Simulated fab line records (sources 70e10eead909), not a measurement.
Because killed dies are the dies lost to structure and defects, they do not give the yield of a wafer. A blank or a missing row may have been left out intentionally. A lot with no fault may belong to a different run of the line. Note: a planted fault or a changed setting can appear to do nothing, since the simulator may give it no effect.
Struck lot and sound lot, side by side :: flow nand harc :: 13 steps out of a route of 1302
Sound: these wafers, L975.2, L975.4, L975.5. Struck: wafer L990.3. (L990.6 of the same lot was not struck and is left out.) The cause comes at the end.
Each step with rows lists, per side, the tool, then ch with its chambers, then its first start. Under that, the readings that differ: sound wafers :: struck wafers :: difference of the means :: sigmas: that difference in standard deviations of wafers without a fault.
alike: readings with means less than 2 such deviations apart, plus words and numbers identical on both sides. not compared: withheld readings, readings lacking a value on some wafer, bounds such as >300 that could conceal the same value, and numbers that have no deviation in the record and whose values overlap.
A row with sigmas, a row that says differs or no value, or rows on one side alone: a step with any of these is where the two part. Numbers that don't overlap but have no deviation are shown without sigmas and don't part them. A reading missing from all wafers of one side parts the sides only when that side holds two or more wafers.

NHARC_A_STAIRCASE_DEP_301: deposits SiON, target thk 30 nm.
  sound on pecvd-01 ch 0,1, day 19 03:29; struck on pecvd-01 ch 2, day 26 06:37
  alike: heater power w, rf fwd power W, susceptor temp C
then, 9 steps without rows for these wafers: NHARC_A_STAIRCASE_DEHYDRATE_302 (time 120 s); NHARC_A_STAIRCASE_HMDS_303 (time 30 s); NHARC_A_STAIRCASE_COAT_304; NHARC_A_STAIRCASE_SOFTBAKE_305 (time 170 s); NHARC_A_STAIRCASE_EBR_306; NHARC_A_STAIRCASE_EXPOSE_307 (exposes mask CHOP 50); NHARC_A_STAIRCASE_PEB_308 (peb time 130 s); NHARC_A_STAIRCASE_DEVELOP_309 (time 140 s); NHARC_A_STAIRCASE_HARDBAKE_311 (time 140 s).
NHARC_A_STAIRCASE_DESCUM_312: chemistry O2, time 3 s.
  sound on rie diel-01 ch 1,2, day 19 04:26; struck on rie diel-04 ch 2, day 26 07:29
reading: showerhead plenum p Torr (Torr)
sound: 2.07 1.92 1.92
struck: 1.81
difference: -0.16
sigmas: -2
  alike: drypump motor current A, oes product au, rf vpp V, throttle valve pct
  not compared: rf hours counter h
NHARC_A_STAIRCASE_ETCH_313: etches the open film in CF4/CHF3.
  sound on rie diel-01 ch 0,1,3, day 19 04:32; struck on rie diel-04 ch 1, day 26 07:35
reading: oes product au (a.u.)
sound: 0.916 0.916 0.930
struck: 0.867
difference: -0.054
sigmas: -3
  alike: bias w, drypump motor current A, rf fwd power W, rf vpp V, showerhead plenum p Torr, throttle valve pct
  not compared: rf hours counter h
NHARC_A_STAIRCASE_HM_OPEN_463: chemistry O2/COS.
  sound: rie diel-01 ch 2,3; struck: rie diel-04 ch 3
reading: drypump motor current A (A)
sound: 5.1 5.1 5.1
struck: 6.2
difference: +1.1
sigmas: +2

reading: rf vpp V (V)
sound: 468.7 471.2 469.2
struck: 463.9
difference: -5.8
sigmas: -2

reading: showerhead plenum p Torr (Torr)
sound: 3.13 3.24 3.24
struck: 2.92
difference: -0.28
sigmas: -3
  alike: bias w, oes product au, rf fwd power W, throttle valve pct
  not compared: rf hours counter h

WHERE THEY PART
First at NHARC_A_STAIRCASE_DESCUM_312; last, within this record, at NHARC_A_STAIRCASE_HM_OPEN_463.

WHY: whatever the simulator had introduced
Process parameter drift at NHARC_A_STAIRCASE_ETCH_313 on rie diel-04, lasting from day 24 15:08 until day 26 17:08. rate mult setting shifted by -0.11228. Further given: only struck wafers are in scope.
